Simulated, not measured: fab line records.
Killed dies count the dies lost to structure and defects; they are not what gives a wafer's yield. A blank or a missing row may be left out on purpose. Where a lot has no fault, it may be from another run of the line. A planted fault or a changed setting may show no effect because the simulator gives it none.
fab line records	flow nand-harc
record: lots: 12	wafers: 36	last-day: 33
route steps=1302 shown A_BONDPAD@1228 HYBRID_BOND@1237 THIN_TSV@1259 END@1302
lots that met no fault: taken from a fault-free run of the same line
start-h: hours from the record's opening day to when the first of the lot's shown wafers began	wait-h: how many hours have passed since the lot's step before this one	" identical to the entry in the row above	L1.1+2: a row that stands for several wafers	- no value present, or no start provided	* or withheld: withheld	< > ~ a bound
route shown NAME@n: names a module that has steps shown in the file, with the first one's number in the route	usual: mean/standard deviation of fault-free wafers	same: alike in all rows	chamber/n: place in a boat	sites: each site's reading	_std_site: standard deviation of those values	_edge_site: inner sites' mean taken away from outer sites' mean	radius-mm: for every site, how far away it sits from the centre of the wafer	mask NAME#n: copy n	behind: tool/chamber where the wafer was last shaped	hold: why the lot went on hold/how many hours it stayed there/how the hold came to an end	device: which transistor (n, p or np) failed to switch	end of line: the tests these same wafers got at the end of their route	a step with no rows: only its recipe	killed: count of dies lost to structure and defects at first sort (not the wafer's yield)	map: per-die view of a wafer (x killed, . not killed, _ where there is no die)
set.NAME: the setting as run; set.NAME@STEP: as run at that earlier step	model.NAME: the simulator's own value behind a step, which no gauge read
steps of the route over a sample of lots; a table a step, a row a wafer
services: from which hour (start-h, from the record's first day; less than 0 if before it) a tool's chamber was out of use, for how many hours, and why
== steps ==
step: NHARC_A_BONDPAD_PVD_27
recipe: target-thk-a: 300	chamber-pressure-pa: 5	power-w: 5000	substrate-temp-c: 30	time-s: 20.49	material: Cu
usual: throttle-valve-pct: 29.7/0.94
lot.wafer	tool	chamber	start-h	wait-h	throttle-valve-pct
L137.2	pvd-sputter-02	-	-	-	30.5
L137.3	"	-	"	"	30.8
L137.6	"	-	"	"	30.6
L136.2	pvd-sputter-02	-	-	-	30.6
L136.4	"	-	"	"	30.5
L136.6	"	-	"	"	30.5
L135.3	pvd-sputter-03	-	-	-	29.6
L135.2	"	-	"	"	28.4
L135.1	"	-	"	"	30.0
L138.4	pvd-sputter-01	-	-	-	28.5
L138.5	"	-	"	"	29.3
L138.6	"	-	"	"	30.6
L139.4	pvd-sputter-01	-	-	-	29.1
L139.3	"	-	"	"	28.4
L139.6	"	-	"	"	29.0
L141.3	pvd-sputter-02	-	-	-	30.5
L141.4	"	-	"	"	30.2
L141.5	"	-	"	"	30.4
L140.4	pvd-sputter-02	-	-	-	30.7
L140.1	"	-	"	"	29.8
L140.5	"	-	"	"	30.8
L145.3	pvd-sputter-02	-	-	-	29.9
L145.1	"	-	"	"	31.0
L145.6	"	-	"	"	29.6
L143.4	pvd-sputter-01	-	-	-	30.2
L143.2	"	-	"	"	27.6
L143.5	"	-	"	"	29.2
L144.1	pvd-sputter-01	-	-	-	29.2
L144.5	"	-	"	"	30.8
L144.6	"	-	"	"	27.5
L151.4	pvd-sputter-03	-	-	-	28.3
L151.3	"	-	"	"	29.6
L151.1	"	-	"	"	28.2
L157.4	pvd-sputter-01	-	-	-	30.6
L157.5	"	-	"	"	27.2
L157.6	"	-	"	"	28.9
step: NHARC_HYBRID_BOND_ACTIVATE_00
recipe: time-s: 60	n2-flow-sccm: 200	ar-flow-sccm: 0	bias-power-w: 0	chemistry: N2
usual: drypump-motor-current-A: 5.5/0.69	n2-flow-sccm: 200.0/0.62	oes-product-au: 1.002/0.0084	rf-vpp-V: 64.0/0.91	showerhead-plenum-p-Torr: 1.76/0.06
lot.wafer	tool	chamber	start-h	wait-h	drypump-motor-current-A	n2-flow-sccm	oes-product-au	rf-hours-counter-h	rf-vpp-V	showerhead-plenum-p-Torr
L137.2	rie-diel-08	3	539.69	0.1	4.8	201.1	1.011	52	63.3	1.74
L137.3	"	0	"	"	5.6	199.9	1.007	55	65.1	1.69
L137.6	"	3	"	"	4.8	200.7	1.014	-	63.7	1.74
L136.4	rie-diel-03	3	545.46	0.1	4.9	200.2	1.014	6	64.0	1.79
L136.2	"	2	"	"	6.6	201.0	1.017	6	64.0	1.84
L136.6	"	0	"	"	5.4	200.4	0.994	-	62.8	1.72
L135.3	rie-diel-03	0	546.96	0.1	5.4	200.0	0.987	6	64.8	1.72
L135.2	"	1	"	"	4.9	200.8	1.002	6	62.4	1.71
L135.1	"	3	"	"	4.9	199.4	1.004	6	63.3	1.79
L138.4	rie-diel-03	1	564.14	0.1	4.8	200.6	1.012	9	62.4	1.71
L138.5	"	1	"	"	4.9	201.1	0.997	-	62.0	1.71
L138.6	"	2	"	"	6.6	200.2	1.015	-	65.5	1.84
L139.4	rie-diel-03	0	564.52	0.1	5.4	199.9	1.000	8	63.7	1.72
L139.3	"	3	"	"	4.9	198.9	1.008	9	65.3	1.79
L139.6	"	0	"	"	5.4	200.9	0.997	-	64.4	1.72
L141.3	rie-diel-03	1	575.47	0.1	4.8	200.5	1.008	9	64.7	1.71
L141.4	"	3	"	"	4.9	199.3	0.994	9	63.4	1.79
L141.5	"	2	"	"	6.7	199.6	1.004	-	64.4	1.84
L140.1	rie-diel-03	0	576.80	0.1	5.4	200.7	0.988	8	63.3	1.72
L140.4	"	2	"	"	6.6	200.1	1.011	10	65.0	1.84
L140.5	"	0	"	"	5.4	200.3	0.990	-	64.2	1.72
L145.3	rie-diel-03	0	619.10	0.1	5.4	199.5	1.001	11	63.5	1.72
L145.1	"	1	"	"	4.9	200.1	1.012	11	64.7	1.71
L145.6	"	0	"	"	5.4	198.9	1.002	-	63.5	1.72
L143.4	rie-diel-03	1	619.56	0.1	4.9	198.9	1.005	11	63.5	1.70
L143.2	"	0	"	"	5.4	199.8	0.992	11	62.9	1.72
L143.5	"	2	"	"	6.6	200.3	1.012	-	65.5	1.84
L144.1	rie-diel-03	3	623.89	0.1	4.9	199.5	0.999	12	64.5	1.79
L144.5	"	0	"	"	5.4	200.4	0.999	-	64.7	1.72
L144.6	"	3	"	"	4.9	199.7	1.004	-	64.2	1.79
L151.1	rie-diel-03	0	704.82	0.1	5.4	199.2	1.005	5	62.8	1.72
L151.4	"	1	"	"	4.9	200.5	1.005	5	64.2	1.70
L151.3	"	2	"	"	6.6	199.7	1.004	5	65.1	1.84
L157.4	rie-diel-08	3	748.71	0.1	4.9	199.9	1.015	4	63.6	1.72
L157.6	"	0	"	"	5.6	201.5	1.001	-	63.3	1.67
L157.5	"	1	"	"	5.6	201.5	1.012	-	64.5	1.87
step: NHARC_THIN_TSV_CD_MEAS_12
recipe: target-cd-nm: 1000	landing-energy-ev: 500
usual: cd-nm: 999.6/2
lot.wafer	tool	chamber	start-h	wait-h	cd-nm
L137.2	cd-sem-03	0	551.94	-	997.6
L137.3	"	0	"	"	996.2
L137.6	"	0	"	"	997.0
L135.1	cd-sem-02	0	558.69	-	1000.9
L135.2	"	0	"	"	1000.0
L135.3	"	0	"	"	999.9
L136.2	cd-sem-01	0	559.77	-	999.5
L136.4	"	0	"	"	998.0
L136.6	"	0	"	"	998.9
L138.4	cd-sem-03	0	577.12	-	1000.7
L138.5	"	0	"	"	997.5
L138.6	"	0	"	"	1000.1
L139.3	cd-sem-03	0	578.42	-	996.1
L139.4	"	0	"	"	1000.1
L139.6	"	0	"	"	998.9
L141.3	cd-sem-01	0	589.65	-	1001.4
L141.4	"	0	"	"	999.3
L141.5	"	0	"	"	998.7
L140.1	cd-sem-02	0	590.97	-	1003.4
L140.4	"	0	"	"	999.6
L140.5	"	0	"	"	1002.8
L145.1	cd-sem-01	0	634.61	-	999.8
L145.3	"	0	"	"	999.9
L145.6	"	0	"	"	999.7
L143.2	cd-sem-02	0	635.85	-	997.6
L143.4	"	0	"	"	998.4
L143.5	"	0	"	"	997.8
L144.1	cd-sem-03	0	636.88	-	1001.9
L144.5	"	0	"	"	1000.1
L144.6	"	0	"	"	999.5
L151.1	cd-sem-02	0	717.02	-	1000.3
L151.3	"	0	"	"	1002.2
L151.4	"	0	"	"	1000.5
L157.4	cd-sem-01	0	762.61	-	998.5
L157.5	"	0	"	"	997.7
L157.6	"	0	"	"	999.6
step: NHARC_THIN_TSV_ETCH_44
recipe: target-depth-a: 15942	time-s: 797.1	cf4-flow-sccm: 150	o2-flow-sccm: 10	ar-flow-sccm: 0	rf-w: 300	bias-w: 800	chemistry: CF4/O2
usual: chamber-pressure-mTorr: 29.999/0.028	drypump-motor-current-A: 5.5/0.41	oes-product-au: 1.000/0.011	rf-vpp-V: 795/4.8	run-length-s: 818.3/0.51	showerhead-plenum-p-Torr: 1.84/0.075	throttle-valve-pct: 16.915/0.0085
lot.wafer	tool	chamber	start-h	wait-h	chamber-pressure-mTorr	drypump-motor-current-A	oes-product-au	rf-hours-counter-h	rf-vpp-V	run-length-s	showerhead-plenum-p-Torr	throttle-valve-pct
L137.2	rie-diel-04	2	552.29	0.2	30.053	6.3	0.998	0.4	798	818.8	1.90	16.922
L137.3	"	3	"	"	30.016	5.9	0.998	0.4	794	818.7	1.82	16.912
L137.6	"	0	"	"	30.003	5.9	1.008	-	795	818.3	1.81	16.927
L135.2	rie-diel-06	2	558.94	0.1	29.978	5.0	0.989	5.1	787	817.7	1.71	16.926
L135.1	"	0	"	"	30.014	5.5	0.992	5.4	797	819.1	1.88	16.911
L135.3	"	1	"	"	30.056	5.6	0.999	5.0	801	819.6	1.95	16.907
L136.2	rie-diel-12	3	560.03	0.1	30.039	5.1	0.991	5.0	798	818.5	1.87	16.916
L136.4	"	1	"	"	29.955	6.0	1.002	-	795	817.8	1.85	16.918
L136.6	"	2	"	"	30.006	5.3	1.009	-	790	818.7	1.77	16.911
L138.4	rie-diel-06	3	577.41	0.1	30.073	5.9	1.003	6.1	800	818.2	1.92	16.918
L138.5	"	2	"	"	30.031	5.0	0.989	-	787	817.9	1.71	16.916
L138.6	"	3	"	"	29.994	5.9	0.997	-	801	817.7	1.92	16.908
L139.3	rie-diel-04	2	578.66	0.1	29.974	6.4	0.976	1.8	798	818.9	1.90	16.917
L139.4	"	3	"	"	30.048	5.9	0.981	2.2	793	818.8	1.82	16.916
L139.6	"	3	"	"	30.013	5.9	0.983	-	794	818.9	1.82	16.909
L141.4	rie-diel-06	2	589.88	0.1	29.997	5.0	0.995	7.3	787	818.3	1.71	16.918
L141.3	"	1	"	"	30.044	5.6	1.004	6.7	801	818.9	1.95	16.929
L141.5	"	3	"	"	30.021	5.9	1.008	-	800	817.6	1.92	16.909
L140.4	rie-diel-12	0	591.27	0.1	29.995	5.2	1.002	4.9	798	818.1	1.89	16.913
L140.1	"	1	"	"	30.003	6.0	1.000	6.9	797	818.1	1.85	16.922
L140.5	"	0	"	"	30.032	5.2	1.001	-	799	818.1	1.89	16.911
L145.1	rie-diel-04	2	634.97	0.2	30.008	6.4	0.986	4.2	799	819.0	1.90	16.916
L145.3	"	3	"	"	30.050	5.9	0.988	5.6	792	819.2	1.82	16.915
L145.6	"	0	"	"	30.033	5.9	1.004	-	793	818.9	1.81	16.914
L143.4	rie-diel-04	1	636.10	0.1	30.050	4.9	1.025	4.5	788	818.3	1.75	16.914
L143.2	"	0	"	"	30.019	5.9	1.006	6.1	792	818.9	1.81	16.897
L143.5	"	2	"	"	30.030	6.4	0.993	-	797	818.9	1.90	16.916
L144.1	rie-diel-04	3	637.29	0.2	29.992	5.9	0.990	6.0	792	819.3	1.82	16.936
L144.5	"	0	"	"	29.988	5.9	0.992	-	794	818.9	1.81	16.922
L144.6	"	1	"	"	30.001	5.0	1.011	-	788	818.2	1.75	16.920
L151.1	rie-diel-06	2	717.28	0.1	29.974	5.0	1.009	2.9	787	817.8	1.71	16.926
L151.3	"	0	"	"	30.023	5.5	0.992	2.6	797	620.9	1.88	16.918
L151.4	"	0	"	"	30.002	5.5	1.001	-	798	621.0	1.88	16.897
L157.4	rie-diel-04	0	762.90	0.1	29.970	5.9	0.998	1.7	793	818.1	1.80	16.908
L157.5	"	3	"	"	30.022	5.9	0.999	-	793	818.9	1.82	16.919
L157.6	"	0	"	"	30.032	5.9	1.003	-	794	818.1	1.80	16.921
step: NHARC_END_SORT_01
recipe: temp-c: 25
usual: defect-limited-yield: 91/3.4	killed-at-array: 55/23	killed-at-other: 1.0/1.2	killed-at-periphery: 3.2/2.7	killed-dies: 59/23	killed-open: 3.1/1.6	killed-short: 2.2/1.5
same: gross-dies: 677
lot.wafer	tool	chamber	start-h	wait-h	hold	defect-limited-yield[%]	killed-at-array	killed-at-other	killed-at-periphery	killed-dies	killed-open	killed-short
L137.2	prober-02	0	568.50	2.8	-	95	27	0	5	32	4	3
L137.3	prober-02	0	569.30	3.1	-	96	17	0	8	25	3	4
L137.6	prober-02	0	571.69	4.0	-	97	17	0	5	22	1	3
L135.1	prober-01	0	573.96	2.5	-	94	41	0	0	41	4	3
L135.2	prober-01	0	574.76	2.8	-	94	41	0	3	44	5	1
L135.3	prober-01	0	575.56	3.1	-	93	41	0	4	45	4	3
L136.2	prober-02	0	576.25	2.8	-	83	112	0	3	115	4	1
L136.4	prober-02	0	577.83	3.4	-	83	116	0	1	117	2	1
L136.6	prober-02	0	579.41	4.0	-	82	117	3	2	122	5	2
L139.3	prober-02	0	594.81	3.1	-	96	25	2	1	28	2	0
L139.4	prober-02	0	595.60	3.4	-	97	18	1	0	19	3	1
L139.6	prober-02	0	597.19	4.0	-	96	25	2	1	28	2	2
L138.4	prober-01	0	595.58	3.4	-	90	59	1	5	65	4	0
L138.5	prober-01	0	596.37	3.7	-	89	72	0	3	75	4	1
L138.6	prober-01	0	597.17	4.0	-	89	75	0	2	77	4	4
L140.1	prober-02	0	604.53	2.5	-	93	45	2	0	47	3	2
L140.4	prober-02	0	606.94	3.4	-	93	45	0	2	47	4	3
L140.5	prober-02	0	607.75	3.7	-	93	47	0	3	50	3	1
L141.3	prober-01	0	606.05	3.1	-	87	83	1	6	90	2	5
L141.4	prober-01	0	606.85	3.4	-	85	93	2	7	102	2	9
L141.5	prober-01	0	607.65	3.7	-	90	58	2	7	67	4	3
L145.1	prober-02	0	649.63	2.5	-	86	89	4	4	97	6	3
L145.3	prober-02	0	651.25	3.1	-	88	73	4	2	79	2	2
L145.6	prober-02	0	653.68	4.1	-	89	69	4	2	75	1	5
L143.2	prober-01	0	650.35	2.8	-	94	34	1	6	41	4	0
L143.4	prober-01	0	651.96	3.4	-	95	30	0	1	31	2	0
L143.5	prober-01	0	652.76	3.7	-	96	22	1	1	24	2	2
L144.1	prober-01	0	657.38	2.5	-	95	31	2	2	35	0	0
L144.5	prober-01	0	660.58	3.7	-	92	45	2	9	56	4	1
L144.6	prober-01	0	661.37	4.0	-	94	32	0	7	39	1	0
L151.1	prober-01	0	734.98	2.5	await-dispo/3.9h/release	90	63	0	8	71	3	4
L151.3	prober-01	0	736.58	3.1	await-dispo/3.9h/release	0	69	606	2	677	3	3
L151.4	prober-01	0	737.38	3.4	await-dispo/3.9h/release	0	76	598	3	677	2	3
L157.4	prober-02	0	782.38	3.4	-	94	41	1	1	43	2	2
L157.5	prober-02	0	783.18	3.7	-	92	47	4	3	54	4	2
L157.6	prober-02	0	783.98	4.0	-	91	55	2	1	58	1	4
killed by level:class
L137.2 A_CHANNEL_HOLE_D2:chamber-film-flake=7 A_STAIRCASE:chamber-film-flake=6 A_CHANNEL_HOLE_D1:chamber-film-flake=4 A_CONTACT:chamber-film-flake=3 P_CONTACT:geometric-particle:short=2 A_BLC:geometric-particle:open=2 A_DECK1_JOINT:chamber-film-flake=2 P_GATE:geometric-particle:open=1
L137.3 P_STI:chamber-film-flake=3 A_CONTACT:chamber-film-flake=3 P_GATE:chamber-film-flake=2 P_CONTACT:chamber-film-flake=2 A_CHANNEL_HOLE_D1:chamber-film-flake=2 A_CHANNEL_HOLE_D2:chamber-film-flake=2 A_BONDPAD:chamber-film-flake=2 P_M0:geometric-particle:short=1
L137.6 A_CHANNEL_HOLE_D2:chamber-film-flake=8 P_STI:chamber-film-flake=3 A_STAIRCASE:chamber-film-flake=2 A_CONTACT:chamber-film-flake=2 P_M0:geometric-particle:short=1 A_ONON_D1:geometric-particle:short=1 A_WL_FILL:geometric-particle:short=1 A_BLC:geometric-particle:open=1
L135.1 A_SLIT:chamber-film-flake=19 A_CHANNEL_HOLE_D2:chamber-film-flake=5 A_STAIRCASE:chamber-film-flake=4 A_CONTACT:chamber-film-flake=3 A_ONON_D1:geometric-particle:open=1 A_ONON_D1:geometric-particle:short=1 A_CHANNEL_FILL_D1:geometric-particle:open=1 A_ONON_D2:geometric-particle:short=1
L135.2 A_SLIT:chamber-film-flake=24 A_CHANNEL_HOLE_D2:chamber-film-flake=6 A_CONTACT:chamber-film-flake=3 P_CONTACT:geometric-particle:open=1 A_ONON_D1:geometric-particle:short=1 A_ONON_D1:geometric-particle:open=1 A_DECK1_JOINT:geometric-particle:open=1 A_ONON_D2:geometric-particle:open=1
L135.3 A_SLIT:chamber-film-flake=23 A_CHANNEL_HOLE_D2:chamber-film-flake=6 P_CONTACT:chamber-film-flake=3 A_CONTACT:chamber-film-flake=2 P_CONTACT:geometric-particle:open=1 A_ONON_D1:geometric-particle:short=1 A_CHANNEL_FILL_D1:geometric-particle:open=1 A_DECK1_JOINT:geometric-particle:short=1
L136.2 A_CHANNEL_HOLE_D1:chamber-film-flake=34 A_CHANNEL_HOLE_D2:chamber-film-flake=33 A_SLIT:chamber-film-flake=20 A_STAIRCASE:chamber-film-flake=8 A_CONTACT:chamber-film-flake=4 A_CHANNEL_FILL_D2:chamber-film-flake=3 P_STI:chamber-film-flake=2 A_SGD_CUT:chamber-film-flake=2
L136.4 A_CHANNEL_HOLE_D2:chamber-film-flake=37 A_CHANNEL_HOLE_D1:chamber-film-flake=33 A_SLIT:chamber-film-flake=24 A_STAIRCASE:chamber-film-flake=11 A_CONTACT:chamber-film-flake=3 A_CHANNEL_FILL_D2:chamber-film-flake=3 P_M1:geometric-particle:open=1 A_SGD_CUT:geometric-particle:open=1
L136.6 A_CHANNEL_HOLE_D1:chamber-film-flake=34 A_CHANNEL_HOLE_D2:chamber-film-flake=34 A_SLIT:chamber-film-flake=22 A_STAIRCASE:chamber-film-flake=12 A_CHANNEL_FILL_D2:chamber-film-flake=3 A_CONTACT:chamber-film-flake=3 THIN_TSV:chamber-film-flake=3 P_CONTACT:geometric-particle:open=1
L139.3 A_CHANNEL_HOLE_D2:chamber-film-flake=12 A_CHANNEL_HOLE_D1:chamber-film-flake=4 A_SGD_CUT:chamber-film-flake=3 A_WL_FILL:geometric-particle:open=2 A_STAIRCASE:chamber-film-flake=2 THIN_TSV:chamber-film-flake=2 P_M0:chamber-film-flake=1 A_CONTACT:chamber-film-flake=1
L138.4 A_CHANNEL_HOLE_D2:chamber-film-flake=30 A_CHANNEL_HOLE_D1:chamber-film-flake=18 P_ZERO_WELL:chamber-film-flake=3 A_STAIRCASE:chamber-film-flake=3 P_STI:chamber-film-flake=2 A_CHANNEL_FILL_D2:chamber-film-flake=2 A_SLIT:chamber-film-flake=2 A_ONON_D2:geometric-particle:open=1
L139.4 A_CHANNEL_HOLE_D2:chamber-film-flake=8 A_CONTACT:chamber-film-flake=3 A_ONON_D2:geometric-particle:short=1 A_CHANNEL_FILL_D2:geometric-particle:open=1 A_WL_FILL:geometric-particle:open=1 A_CONTACT:geometric-particle:open=1 A_STAIRCASE:chamber-film-flake=1 A_SGD_CUT:chamber-film-flake=1
L138.5 A_CHANNEL_HOLE_D1:chamber-film-flake=32 A_CHANNEL_HOLE_D2:chamber-film-flake=28 A_STAIRCASE:chamber-film-flake=3 P_STI:chamber-film-flake=2 A_CHANNEL_FILL_D1:geometric-particle:open=1 A_SGD_CUT:geometric-particle:short=1 A_WL_FILL:geometric-particle:open=1 A_BLC:geometric-particle:open=1
L138.6 A_CHANNEL_HOLE_D1:chamber-film-flake=38 A_CHANNEL_HOLE_D2:chamber-film-flake=27 A_CONTACT:chamber-film-flake=2 P_CONTACT:geometric-particle:short=1 P_CONTACT:geometric-particle:open=1 A_ONON_D1:geometric-particle:short=1 A_CHANNEL_HOLE_D1:geometric-particle:short=1 A_WL_FILL:geometric-particle:short=1
L139.6 A_CHANNEL_HOLE_D2:chamber-film-flake=8 A_SGD_CUT:chamber-film-flake=4 A_CHANNEL_HOLE_D1:chamber-film-flake=2 A_DECK1_JOINT:chamber-film-flake=2 THIN_TSV:chamber-film-flake=2 A_DECK1_JOINT:geometric-particle:open=1 A_DECK1_JOINT:geometric-particle:short=1 A_SGD_CUT:geometric-particle:open=1
L140.1 A_SLIT:chamber-film-flake=24 A_CHANNEL_HOLE_D2:chamber-film-flake=10 A_CHANNEL_HOLE_D1:chamber-film-flake=3 STARTING-WAFER:geometric-particle:open=2 A_M1:chamber-film-flake=2 A_SOURCE_PLATE:geometric-particle:short=1 A_CHANNEL_HOLE_D1:geometric-particle:short=1 A_WL_FILL:geometric-particle:open=1
L141.3 A_CHANNEL_HOLE_D1:chamber-film-flake=40 A_CHANNEL_HOLE_D2:chamber-film-flake=26 A_CONTACT:chamber-film-flake=7 A_M1:chamber-film-flake=4 P_M2:chamber-film-flake=2 A_WL_FILL:chamber-film-flake=2 P_STI:geometric-particle:short=1 P_CONTACT:geometric-particle:short=1
L141.4 A_CHANNEL_HOLE_D2:chamber-film-flake=39 A_CHANNEL_HOLE_D1:chamber-film-flake=36 P_ZERO_WELL:chamber-film-flake=4 A_CONTACT:chamber-film-flake=4 A_CHANNEL_FILL_D2:geometric-particle:short=3 A_ONON_D1:geometric-particle:short=2 A_WL_FILL:geometric-particle:short=2 P_M2:chamber-film-flake=2
L140.4 A_SLIT:chamber-film-flake=22 A_CHANNEL_HOLE_D1:chamber-film-flake=6 A_CHANNEL_HOLE_D2:chamber-film-flake=5 A_CONTACT:chamber-film-flake=3 A_CHANNEL_FILL_D2:geometric-particle:open=2 A_STAIRCASE:chamber-film-flake=2 P_CONTACT:geometric-particle:open=1 P_M0:geometric-particle:open=1
L141.5 A_CHANNEL_HOLE_D1:chamber-film-flake=24 A_CHANNEL_HOLE_D2:chamber-film-flake=20 P_ZERO_WELL:chamber-film-flake=3 P_M2:chamber-film-flake=3 A_CONTACT:chamber-film-flake=3 A_CHANNEL_FILL_D1:geometric-particle:open=2 A_CHANNEL_FILL_D1:chamber-film-flake=2 A_M1:chamber-film-flake=2
L140.5 A_SLIT:chamber-film-flake=27 A_CHANNEL_HOLE_D2:chamber-film-flake=11 A_CONTACT:chamber-film-flake=3 A_SOURCE_PLATE:geometric-particle:open=2 P_ZERO_WELL:chamber-film-flake=2 A_CHANNEL_HOLE_D1:chamber-film-flake=2 P_M2:geometric-particle:open=1 A_WL_FILL:geometric-particle:short=1
L145.1 A_CHANNEL_HOLE_D1:chamber-film-flake=31 A_SLIT:chamber-film-flake=27 A_CHANNEL_HOLE_D2:chamber-film-flake=13 A_CHANNEL_FILL_D1:chamber-film-flake=4 A_CONTACT:chamber-film-flake=4 THIN_TSV:chamber-film-flake=4 A_WL_FILL:chamber-film-flake=2 P_GATE:geometric-particle:open=1
L143.2 A_CHANNEL_HOLE_D2:chamber-film-flake=16 P_GATE:chamber-film-flake=4 A_SLIT:chamber-film-flake=4 A_STAIRCASE:chamber-film-flake=3 A_CHANNEL_HOLE_D1:chamber-film-flake=2 A_WL_FILL:chamber-film-flake=2 P_CONTACT:geometric-particle:open=1 A_ONON_D1:geometric-particle:open=1
L145.3 A_SLIT:chamber-film-flake=26 A_CHANNEL_HOLE_D1:chamber-film-flake=22 A_CHANNEL_HOLE_D2:chamber-film-flake=12 A_CONTACT:chamber-film-flake=4 THIN_TSV:chamber-film-flake=4 A_WL_FILL:chamber-film-flake=3 A_M0:geometric-particle:short=2 P_STI:chamber-film-flake=2
L143.4 A_CHANNEL_HOLE_D2:chamber-film-flake=14 A_STAIRCASE:chamber-film-flake=4 A_CHANNEL_HOLE_D1:chamber-film-flake=3 A_WL_FILL:geometric-particle:open=2 A_WL_FILL:chamber-film-flake=2 A_M1:chamber-film-flake=2 P_GATE:chamber-film-flake=1 A_ZERO_WELL:chamber-film-flake=1
L143.5 A_CHANNEL_HOLE_D2:chamber-film-flake=10 A_CHANNEL_HOLE_D1:chamber-film-flake=5 P_BONDPAD:geometric-particle:open=1 A_ONON_D1:geometric-particle:short=1 A_DECK1_JOINT:geometric-particle:short=1 A_CONTACT:geometric-particle:open=1 A_ZERO_WELL:chamber-film-flake=1 A_CHANNEL_FILL_D2:chamber-film-flake=1
L145.6 A_CHANNEL_HOLE_D1:chamber-film-flake=32 A_SLIT:chamber-film-flake=17 A_CHANNEL_HOLE_D2:chamber-film-flake=10 THIN_TSV:chamber-film-flake=3 A_ONON_D1:geometric-particle:short=2 P_GATE:chamber-film-flake=2 A_WL_FILL:chamber-film-flake=2 A_CHANNEL_FILL_D2:geometric-particle:short=1
L144.1 A_CHANNEL_HOLE_D2:chamber-film-flake=9 A_CHANNEL_HOLE_D1:chamber-film-flake=6 A_CONTACT:chamber-film-flake=5 A_SLIT:chamber-film-flake=4 A_CHANNEL_FILL_D1:chamber-film-flake=2 A_DECK1_JOINT:chamber-film-flake=2 THIN_TSV:chamber-film-flake=2 P_ZERO_WELL:chamber-film-flake=1
L144.5 A_CHANNEL_HOLE_D2:chamber-film-flake=16 A_CONTACT:chamber-film-flake=10 A_CHANNEL_HOLE_D1:chamber-film-flake=5 P_GATE:chamber-film-flake=3 A_DECK1_JOINT:chamber-film-flake=3 A_SLIT:chamber-film-flake=3 P_ZERO_WELL:chamber-film-flake=2 P_CONTACT:chamber-film-flake=2
L144.6 A_CHANNEL_HOLE_D1:chamber-film-flake=9 A_CHANNEL_HOLE_D2:chamber-film-flake=8 P_GATE:chamber-film-flake=5 A_CONTACT:chamber-film-flake=4 A_SLIT:chamber-film-flake=4 A_DECK1_JOINT:chamber-film-flake=2 A_STAIRCASE:chamber-film-flake=2 A_WL_FILL:geometric-particle:open=1
L151.1 A_CHANNEL_HOLE_D1:chamber-film-flake=28 A_SLIT:chamber-film-flake=21 A_CONTACT:chamber-film-flake=5 P_GATE:chamber-film-flake=3 P_M2:geometric-particle:short=2 P_STI:chamber-film-flake=2 A_DECK1_JOINT:chamber-film-flake=2 A_STAIRCASE:chamber-film-flake=2
L151.3 THIN_TSV:area-etch=605 A_CHANNEL_HOLE_D1:chamber-film-flake=28 A_SLIT:chamber-film-flake=26 A_CONTACT:chamber-film-flake=7 A_ONON_D2:geometric-particle:open=2 A_CHANNEL_HOLE_D2:chamber-film-flake=2 A_DECK1_JOINT:geometric-particle:short=1 A_WL_FILL:geometric-particle:short=1
L151.4 THIN_TSV:area-etch=598 A_CHANNEL_HOLE_D1:chamber-film-flake=31 A_SLIT:chamber-film-flake=29 A_CONTACT:chamber-film-flake=9 A_STAIRCASE:chamber-film-flake=4 P_GATE:geometric-particle:open=1 P_CONTACT:geometric-particle:short=1 A_ONON_D1:geometric-particle:short=1
L157.4 A_SLIT:chamber-film-flake=14 A_CHANNEL_HOLE_D2:chamber-film-flake=12 A_CONTACT:chamber-film-flake=4 A_STAIRCASE:chamber-film-flake=3 A_ZERO_WELL:chamber-film-flake=2 A_CHANNEL_FILL_D1:chamber-film-flake=2 A_ONON_D1:geometric-particle:open=1 A_ONON_D1:geometric-particle:short=1
L157.5 A_CHANNEL_HOLE_D2:chamber-film-flake=20 A_SLIT:chamber-film-flake=13 THIN_TSV:chamber-film-flake=4 A_STAIRCASE:chamber-film-flake=3 A_BLC:geometric-particle:open=2 A_CHANNEL_HOLE_D1:chamber-film-flake=2 A_CHANNEL_FILL_D1:chamber-film-flake=2 P_GATE:geometric-particle:short=1
L157.6 A_CHANNEL_HOLE_D2:chamber-film-flake=21 A_SLIT:chamber-film-flake=19 A_CHANNEL_HOLE_D1:chamber-film-flake=3 A_STAIRCASE:chamber-film-flake=3 A_CONTACT:chamber-film-flake=3 A_CHANNEL_FILL_D2:geometric-particle:short=2 A_ZERO_WELL:chamber-film-flake=2 THIN_TSV:chamber-film-flake=2
== services ==
tool	chamber	start-h	hours	kind
rie-diel-04	-	531.95	9.0	pm
pvd-sputter-01	-	533.44	1.6	repair
rie-diel-06	1	549.50	4.9	repair
rie-diel-06	0	553.39	3.6	repair
pvd-sputter-01	-	582.00	10.0	pm
rie-diel-03	0	611.64	5.7	repair
rie-diel-06	1	620.48	5.6	repair
rie-diel-03	1	622.36	2.9	repair
rie-diel-04	1	628.80	5.8	repair
rie-diel-03	-	635.62	9.0	pm
pvd-sputter-02	-	638.03	10.0	pm
rie-diel-03	-	645.74	0.5	repair
rie-diel-06	-	661.20	9.0	pm
rie-diel-06	3	681.43	21.8	repair
rie-diel-06	-	684.40	1.1	repair
rie-diel-03	-	694.69	0.5	repair
rie-diel-04	-	708.95	9.0	pm
rie-diel-06	3	715.24	4.3	repair
rie-diel-06	0	719.72	13.9	repair
pvd-sputter-01	-	724.19	2.4	repair
rie-diel-03	0	733.12	6.5	repair
rie-diel-06	1	749.22	17.5	repair
pvd-sputter-02	-	755.35	3.4	repair
pvd-sputter-01	-	760.00	10.0	pm
== key ==
first-sign: step: NHARC_THIN_TSV_ETCH_44	reading: run-length-s	direction: down	sigmas: 99+	usual: *	struck: *
effect: step: NHARC_END_SORT_01	reading: killed-at-other	direction: up	sigmas: 99+	usual: 1.0	struck: 602
more-kills-born-at: NHARC_THIN_TSV_ETCH_44@rie-diel-06: 1203
met-at NHARC_THIN_TSV_ETCH_44
struck-lots L151
struck-wafers L151.3,L151.4
later-rows-left-out L151.3,L151.4
not-acting-at NHARC_A_BONDPAD_PVD_27,NHARC_HYBRID_BOND_ACTIVATE_00,NHARC_THIN_TSV_CD_MEAS_12
onset-between 558.94 717.28
fault: kind: process-parameter-drift	tool: rie-diel-06	chamber: 0	onset-h: 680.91	steps: NHARC_THIN_TSV_ETCH_44	channel: time-s	offset: *	shape: step	end-h: 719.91	acts-in: *	stated: *
later-rows-left-out: the simulator's readings of these wafers behind a module that went badly wrong aren't trusted and aren't shown, but for the sort
